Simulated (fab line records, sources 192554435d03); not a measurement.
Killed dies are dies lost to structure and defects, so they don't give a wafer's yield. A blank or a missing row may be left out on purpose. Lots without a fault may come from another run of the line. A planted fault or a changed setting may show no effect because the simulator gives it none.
Chamber matching | flow n5_finfet | N5_ILD0_CMP_07 on cmp-02: 4 sister chambers
The step polishes SiO2 flowable, stops on poly-Si, t overpolish 1.18 s, target thk 138.88 nm. 4 wafers are shown with their chamber, then 9 later ones without.

WAFERS WITH THEIR CHAMBER
wafer  | chamber | motor_current_A (A)
L080.5 | 3       | 11.2
L088.5 | 0       | 14.9
L092.2 | 2       | 14.1
L092.5 | 1       | 13.0

WAFERS WITHOUT THEIR CHAMBER
wafer  | motor_current_A (A)
L093.2 | 11.8
L093.3 | 14.7
L093.5 | 14.6
L095.1 | 13.7
L095.3 | 15.1
L095.6 | 13.7
L097.1 | 13.4
L097.2 | 13.1
L097.3 | 14.8

WHICH CHAMBER EACH WENT THROUGH
wafer  | from the rows above     | in truth
L093.2 | can't be placed: 3 or 1 | 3
L093.3 | can't be placed: 0 or 2 | 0
L093.5 | can't be placed: 0 or 2 | 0
L095.1 | can't be placed: 2 or 1 | 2
L095.3 | 0                       | 0
L095.6 | can't be placed: 2 or 1 | 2
L097.1 | can't be placed: 1 or 2 | 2
L097.2 | 1                       | 1
L097.3 | can't be placed: 0 or 2 | 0
Placed correctly: 2 of 9. Can't be placed from these rows: 7 (the true chamber is among the candidates in 7). Placed wrongly: 0.
How it was worked out, from the rows above alone: a wafer's distance from a chamber is the root of the sum, over the readings, of the square of ((its reading less the chamber's mean) divided by the reading's scatter). The wafer belongs to the nearest chamber; if the next one is less than 2 further off, it can't be placed. A chamber's mean is the mean of its shown wafers. The scatter: with one shown wafer a chamber, the root of the mean of the squares of how far each hidden wafer lies from its nearest shown one.
